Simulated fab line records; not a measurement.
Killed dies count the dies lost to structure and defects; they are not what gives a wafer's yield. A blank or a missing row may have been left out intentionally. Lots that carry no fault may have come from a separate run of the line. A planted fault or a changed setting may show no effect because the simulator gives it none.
A struck lot beside a sound one | flow n5_finfet | 16 out of 1938 route steps
Sound: these wafers, L770.1, L770.3, L770.6. Struck: wafer L776.1 (L776.2, L776.4, from the same lot, were not struck and are left out); the cause is given at the end.
Order at every step that has rows: each side's tool, ch and its chambers, its first start. Under that, the readings that differ: sound wafers | struck wafers | difference of the means | sigmas: that difference in standard deviations of wafers without a fault.
alike: words and numbers the same on both sides, and readings whose means are apart by under 2 such deviations; not compared: readings that were withheld, readings missing a value for some wafer, numbers with overlapping values and no deviation given by the record, and bounds like >300 which may hide the same value.
Wherever a step has rows on one side only, a row that says differs or no value, or a row with sigmas, the two part there. When numbers do not overlap yet have no deviation, they are printed without sigmas and do not part them. A reading missing from all wafers of one side parts the sides only when that side holds two or more wafers.

first, 7 steps without rows for these wafers: N5_BEOL_M1_COAT_76 (time 60 s, resist thk 5 nm); N5_BEOL_M1_COAT_22 (resist thk 30 nm); N5_BEOL_M1_EBR_24; N5_BEOL_M1_SOFTBAKE_23 (time 60 s); N5_BEOL_M1_EXPOSE_25 (exposes mask V0, defocus 5 nm, target cd 24 nm); N5_BEOL_M1_PEB_26 (peb time 60 s); N5_BEOL_M1_DEVELOP_27 (develop time 30 s).
N5_BEOL_M1_CD_MEAS_28: target cd y 23.3 nm.
  sound on cd_sem-02 ch 0, day 6 09:34; struck on cd_sem-03 ch 0, day 8 01:46
  alike: cd_nm
N5_BEOL_M1_OVL_MEAS_29:
  sound on overlay-01 ch 0, day 6 09:36; struck on overlay-02 ch 0, day 8 01:48
  alike: V0_OVL
N5_BEOL_M1_INSPECT_30: inspects for defects (brightfield).
  sound on defect_inspect-01, day 6 09:40; struck on defect_inspect-02, day 8 01:52
  reading          | sound       | struck | difference | sigmas
  raw_defect_count | 443 401 377 | 657    | +250       | +3
N5_BEOL_M1_DESCUM_33: chemistry O2, time 7 s.
  sound on rie_diel-06 ch 0,2,3, day 6 09:42; struck on rie_diel-06 ch 1, day 8 01:54
  alike: drypump_motor_current_A, oes_product_au, rf_vpp_V, showerhead_plenum_p_Torr, throttle_valve_pct
  not compared: rf_hours_counter_h
N5_BEOL_M1_ETCH_77: etches underlayer in N2/H2, target depth 6.5 nm, time 5.2 s.
  sound on rie_diel-06 ch 0,2,3, day 6 09:44; struck on rie_diel-06 ch 1, day 8 01:56
  reading               | sound          | struck | difference | sigmas
  etch_rf_on_time_s (s) | 5.31 5.43 5.38 | 4.94   | -0.43      | -3
  oes_product_au (a.u.) | 0.65 0.65 0.80 | 0.84   | +0.14      | +2
  alike: drypump_motor_current_A, rf_vpp_V, showerhead_plenum_p_Torr, throttle_valve_pct
  not compared: rf_hours_counter_h
N5_BEOL_M1_ETCH_69: etches SiARC in CF4, target depth 15.6 nm, time 26 s.
  sound on rie_diel-06 ch 0,2,3, day 6 09:45; struck on rie_diel-06 ch 1, day 8 01:57
  reading               | sound          | struck | difference | sigmas
  etch_rf_on_time_s (s) | 26.6 27.0 26.4 | 15.4   | -11.3      | -16
  oes_product_au (a.u.) | 0.64 0.65 0.80 | 1.12   | +0.42      | +6
  alike: drypump_motor_current_A, rf_vpp_V, showerhead_plenum_p_Torr, throttle_valve_pct
  not compared: rf_hours_counter_h
N5_BEOL_M1_ALD_98: deposits SiO2, target thk 2.5 nm, pulse time 1 s, co reactant pulse time 1 s.
  sound on ald_sin-04 ch 1,3, day 6 09:50; struck on ald_sin-01 ch 2, day 8 02:02
  alike: heater_power_w, precursor_pulse_height_rel
-- a jump in the record: the struck wafers' starts before and after are 3 days apart (it breaks off in module BEOL_M1 and resumes in module BEOL_M4, where the first step shown is number 1111 of the route) --
N5_BEOL_M4_RC_MEAS_101:
  sound on prober-02 ch 0, day 9 10:29; struck on prober-01 ch 0, day 10 20:51
  reading       | sound       | struck | difference | sigmas
  ION_P (uA/um) | 476 477 472 | 456    | -19        | -2
  alike: DIBL_N, DIBL_P, IOFF_N, IOFF_P, ION_N, SS_N, SS_P, VT_N, VT_P
-- a jump in the record: the struck wafers' starts before and after are 5 days apart (it breaks off in module BEOL_M4 and resumes in module PASSIVATION, where the first step shown is number 1936 of the route) --
N5_PASSIVATION_PROBE_49:
  sound on prober-02, day 13 23:44; struck on prober-01, day 15 20:47
  reading                 | sound       | struck | difference | sigmas
  killed_at_M0_to_M3      | 47 51 58    | 23     | -29        | -3
  sort_bin_5_function (%) | 6.5 5.6 5.8 | 3.9    | -2.1       | -2
  alike: defect_limited_yield, killed_at_M4_up, killed_at_contacts, killed_at_front_end, killed_at_other, killed_dies, killed_open, killed_short, sort_bin_4_leakage, sort_bin_6_memory, sort_n_pass, sort_yield_pct

## WHERE THEY PART
At N5_BEOL_M1_INSPECT_30 first; at N5_PASSIVATION_PROBE_49 last (within this record only).

WHY: what the simulator had put in
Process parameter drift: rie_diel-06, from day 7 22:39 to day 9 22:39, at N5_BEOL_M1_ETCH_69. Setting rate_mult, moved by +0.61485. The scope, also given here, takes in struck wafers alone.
